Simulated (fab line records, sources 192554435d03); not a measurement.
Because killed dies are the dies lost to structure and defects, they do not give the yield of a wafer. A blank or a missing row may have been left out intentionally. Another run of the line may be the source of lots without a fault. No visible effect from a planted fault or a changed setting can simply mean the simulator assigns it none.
Chamber matching / flow n5_finfet / N5_BEOL_M8_ILD_DEP_00 on pecvd-01 has 3 sister chambers
The step deposits SiCOH lowk from DEMS/porogen, target thk 179.75 nm, time 33.4 s. 14 wafers are shown with their chamber, then 7 later ones without.

== WAFERS, EACH WITH ITS CHAMBER ==
wafer=L075.2; chamber=0; throttle_valve_pct (%)=14.1; showerhead_plenum_p_Torr (Torr)=5.737; heater_power_w (W)=298
wafer=L075.3; chamber=2; throttle_valve_pct (%)=13.5; showerhead_plenum_p_Torr (Torr)=5.735; heater_power_w (W)=319
wafer=L075.5; chamber=0; throttle_valve_pct (%)=14.3; showerhead_plenum_p_Torr (Torr)=5.755; heater_power_w (W)=294
wafer=L076.1; chamber=0; throttle_valve_pct (%)=13.9; showerhead_plenum_p_Torr (Torr)=5.751; heater_power_w (W)=251
wafer=L076.2; chamber=2; throttle_valve_pct (%)=13.5; showerhead_plenum_p_Torr (Torr)=5.724; heater_power_w (W)=331
wafer=L076.4; chamber=2; throttle_valve_pct (%)=13.6; showerhead_plenum_p_Torr (Torr)=5.711; heater_power_w (W)=338
wafer=L087.4; chamber=0; throttle_valve_pct (%)=14.1; showerhead_plenum_p_Torr (Torr)=5.739; heater_power_w (W)=255
wafer=L087.5; chamber=1; throttle_valve_pct (%)=14.1; showerhead_plenum_p_Torr (Torr)=5.724; heater_power_w (W)=263
wafer=L087.6; chamber=2; throttle_valve_pct (%)=13.7; showerhead_plenum_p_Torr (Torr)=5.728; heater_power_w (W)=342
wafer=L086.2; chamber=2; throttle_valve_pct (%)=13.6; showerhead_plenum_p_Torr (Torr)=5.738; heater_power_w (W)=309
wafer=L086.5; chamber=0; throttle_valve_pct (%)=14.0; showerhead_plenum_p_Torr (Torr)=5.739; heater_power_w (W)=287
wafer=L086.6; chamber=1; throttle_valve_pct (%)=14.2; showerhead_plenum_p_Torr (Torr)=5.722; heater_power_w (W)=281
wafer=L088.1; chamber=1; throttle_valve_pct (%)=14.4; showerhead_plenum_p_Torr (Torr)=5.716; heater_power_w (W)=301
wafer=L088.2; chamber=2; throttle_valve_pct (%)=13.4; showerhead_plenum_p_Torr (Torr)=5.736; heater_power_w (W)=364

SIGNATURES (averages over the wafers above)
reading=throttle_valve_pct; chamber 0=14.080; chamber 1=14.233; chamber 2=13.550; scatter within a chamber=0.131
reading=showerhead_plenum_p_Torr; chamber 0=5.74420; chamber 1=5.72067; chamber 2=5.72867; scatter within a chamber=0.00863
reading=heater_power_w; chamber 0=277.00; chamber 1=281.67; chamber 2=333.83; scatter within a chamber=20.3
Rule: for each reading, subtract the chamber's mean from the wafer's reading, divide by that reading's scatter and square the result; add these up over the readings and take the root, which gives the wafer's distance from the chamber. The wafer belongs to the nearest chamber; if the next one is less than 2 further off, it can't be placed. The scatter: take each reading less its chamber's mean, square it, sum over the shown wafers, divide by the number of wafers less the number of chambers, and take the root.

== WAFERS MISSING THEIR CHAMBER ==
wafer=L088.4; throttle_valve_pct (%)=13.3; showerhead_plenum_p_Torr (Torr)=5.723; heater_power_w (W)=367
wafer=L091.2; throttle_valve_pct (%)=14.0; showerhead_plenum_p_Torr (Torr)=5.737; heater_power_w (W)=285
wafer=L091.3; throttle_valve_pct (%)=13.9; showerhead_plenum_p_Torr (Torr)=5.708; heater_power_w (W)=358
wafer=L091.6; throttle_valve_pct (%)=14.0; showerhead_plenum_p_Torr (Torr)=5.718; heater_power_w (W)=296
wafer=L097.3; throttle_valve_pct (%)=14.2; showerhead_plenum_p_Torr (Torr)=5.722; heater_power_w (W)=290
wafer=L097.4; throttle_valve_pct (%)=13.9; showerhead_plenum_p_Torr (Torr)=5.738; heater_power_w (W)=291
wafer=L097.5; throttle_valve_pct (%)=14.0; showerhead_plenum_p_Torr (Torr)=5.718; heater_power_w (W)=296

== CHAMBER TAKEN BY EACH ==
wafer=L088.4; from the rows above=2; in truth=2
wafer=L091.2; from the rows above=can't be placed: 0 or 1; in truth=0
wafer=L091.3; from the rows above=can't be placed: 2 or 1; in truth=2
wafer=L091.6; from the rows above=can't be placed: 1 or 0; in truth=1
wafer=L097.3; from the rows above=1; in truth=1
wafer=L097.4; from the rows above=can't be placed: 0 or 1 or 2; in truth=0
wafer=L097.5; from the rows above=can't be placed: 1 or 0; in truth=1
2 of 7 placed correctly. Cannot be placed on the basis of these rows: 5; the candidates contain the true chamber in 5. Number placed wrongly: 0.
